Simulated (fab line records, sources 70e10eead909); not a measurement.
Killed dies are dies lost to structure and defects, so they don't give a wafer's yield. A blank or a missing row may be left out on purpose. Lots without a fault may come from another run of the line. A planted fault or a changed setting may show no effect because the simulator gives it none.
A struck lot beside a sound one | flow nand_harc | 29 steps out of a route of 1302
Sound: wafers L549.2, L549.5, L549.6. Struck: wafer L557.1. The cause comes at the end.
At each step with rows: each side's tool, then ch and its chambers, then its first start. Under that, the readings that differ: sound wafers | struck wafers | difference of the means | sigmas: that difference in standard deviations of wafers without a fault.
alike: readings whose means differ by less than 2 such deviations, and words and numbers that are the same on both sides. not compared: withheld readings, readings that some wafer has no value for, bounds like >300 that may hide the same value, and numbers for which the record gives no deviation and whose values overlap.
The two part at a step that has a row with sigmas, a row that says differs or no value, or rows on one side only. Numbers that don't overlap but have no deviation are shown without sigmas and don't part them. A reading that every wafer of one side lacks parts them only if that side has two wafers or more.

first, 1 step without rows for these wafers: NHARC_A_CHANNEL_HOLE_D2_XSEM_32.
NHARC_A_CHANNEL_HOLE_D2_INSPECT_40:
  sound on defect_inspect-01, day 13 18:23; struck on defect_inspect-02, day 17 15:45
  alike: raw_defect_count
then, 4 steps without rows for these wafers: NHARC_A_CHANNEL_FILL_D2_PRECLEAN_00 (cleans in SC1); NHARC_A_CHANNEL_FILL_D2_SRD_01; NHARC_A_CHANNEL_FILL_D2_ALD_02 (deposits SiO2, target thk 6 nm, pulse time 10 s, ald cycles 60); NHARC_A_CHANNEL_FILL_D2_ALD_03 (deposits SiNx, target thk 6 nm, pulse time 60 s, ald cycles 58).
NHARC_A_CHANNEL_FILL_D2_ALD_14: deposits SiO2, target thk 2.5 nm, pulse time 10 s, ald cycles 25.
  sound on ald_hk-04 ch 2,3, day 14 00:54; struck on ald_hk-01 ch 3, day 17 22:59
  alike: heater_power_w, precursor_pulse_height_rel
  not compared: since_wet_clean_h
NHARC_A_CHANNEL_FILL_D2_ALD_15: deposits SiNx, target thk 2 nm, pulse time 60 s, ald cycles 19.
  sound on ald_sin_batch-01 ch 0; struck on ald_sin_batch-02 ch 0
  reading                      | sound             | struck | difference | sigmas
  chamber_pressure_Torr (Torr) | 1.995 1.988 2.004 | 2.006  | +0.010     | +2
  alike: precursor_pulse_height_rel
then, 3 steps without rows for these wafers: NHARC_A_CHANNEL_FILL_D2_ALD_16 (deposits SiO2, target thk 1.5 nm, pulse time 10 s, ald cycles 15); NHARC_A_CHANNEL_FILL_D2_ANNEAL_17 (time 1800 s); NHARC_A_CHANNEL_FILL_D2_CVD_18 (deposits poly-Si, target thk 3 nm).
NHARC_A_CHANNEL_FILL_D2_ETCHBACK_19: etches the open film in HBr/Cl2, target depth 5 nm, time 1.7 s.
  sound on rie_si-05 ch 0,1, day 14 19:14; struck on rie_si-05 ch 2, day 18 17:09
  alike: drypump_motor_current_A, oes_product_au, throttle_valve_pct
  not compared: rf_hours_counter_h
NHARC_A_CHANNEL_FILL_D2_ETCHBACK_20: etches the open film in C4F8/O2/Ar, target depth 27 nm, time 13.5 s.
  sound on rie_diel-07 ch 0,1, day 14 19:21; struck on rie_diel-06 ch 0, day 18 17:18
  reading               | sound             | struck | difference | sigmas
  oes_product_au (a.u.) | 0.918 0.915 0.945 | 0.990  | +0.064     | +3
  alike: rf_vpp_V
  not compared: rf_hours_counter_h
then, 11 steps without rows for these wafers: NHARC_A_CHANNEL_FILL_D2_STRIP_28 (strips in O2, time 20 s); NHARC_A_CHANNEL_FILL_D2_PRECLEAN_21 (cleans in dHF, time 30 s); NHARC_A_CHANNEL_FILL_D2_SRD_23; NHARC_A_CHANNEL_FILL_D2_CVD_05 (deposits poly-Si, target thk 5 nm); NHARC_A_CHANNEL_FILL_D2_ANNEAL_22 (time 7200 s); NHARC_A_CHANNEL_FILL_D2_ALD_25 (deposits SiOx, target thk 60 nm, pulse time 10 s, ald cycles 600); NHARC_A_CHANNEL_FILL_D2_ETCHBACK_08 (etches the open film in C4F8, target depth 220 nm, time 110 s); NHARC_A_CHANNEL_FILL_D2_STRIP_29 (strips in O2, time 20 s); NHARC_A_CHANNEL_FILL_D2_PRECLEAN_30 (cleans in dHF, time 30 s); NHARC_A_CHANNEL_FILL_D2_SRD_31; NHARC_A_CHANNEL_FILL_D2_CVD_09 (deposits poly-Si, target thk 150 nm, time 3000 s).
NHARC_A_CHANNEL_FILL_D2_CMP_10: polishes, target thk 150 nm.
  sound on cmp-04 ch 0,1,3, day 15 20:31; struck on cmp-02 ch 0, day 19 17:59
  reading                | sound          | struck | difference | sigmas
  time_to_endpoint_s (s) | 15.4 20.4 18.8 | 11.5   | -6.7       | -3
  alike: motor_current_A
then, 2 steps without rows for these wafers: NHARC_A_CHANNEL_FILL_D2_SRD_12; NHARC_A_CHANNEL_FILL_D2_RTA_24 (time 5 s).
NHARC_A_STAIRCASE_DEP_156: deposits SiNx, target thk 50 nm.
  sound on pecvd-02 ch 0, day 15 21:12; struck on pecvd-02 ch 2, day 20 00:30
  reading               | sound | struck                   | difference                   | sigmas
  hold                  | - - - | await_dispo/5.6h/release | no value on the sound wafers |
  since_wet_clean_h (h) | - - - | 35                       | no value on the sound wafers |
  alike: heater_power_w, showerhead_vpp_V
-- the record jumps here: 10 days lie between the struck wafers' starts before and after (it left off in module A_STAIRCASE and takes up again in module END, whose first step shown is number 1302 of the route) --
NHARC_END_SORT_01:
  the record has rows for the struck wafers here (prober-01 ch 0, day 29 14:43) and none for the sound ones

WHERE THEY PART
First at NHARC_A_CHANNEL_FILL_D2_ALD_15; last, within this record, at NHARC_END_SORT_01.

WHY: what the simulator had put in
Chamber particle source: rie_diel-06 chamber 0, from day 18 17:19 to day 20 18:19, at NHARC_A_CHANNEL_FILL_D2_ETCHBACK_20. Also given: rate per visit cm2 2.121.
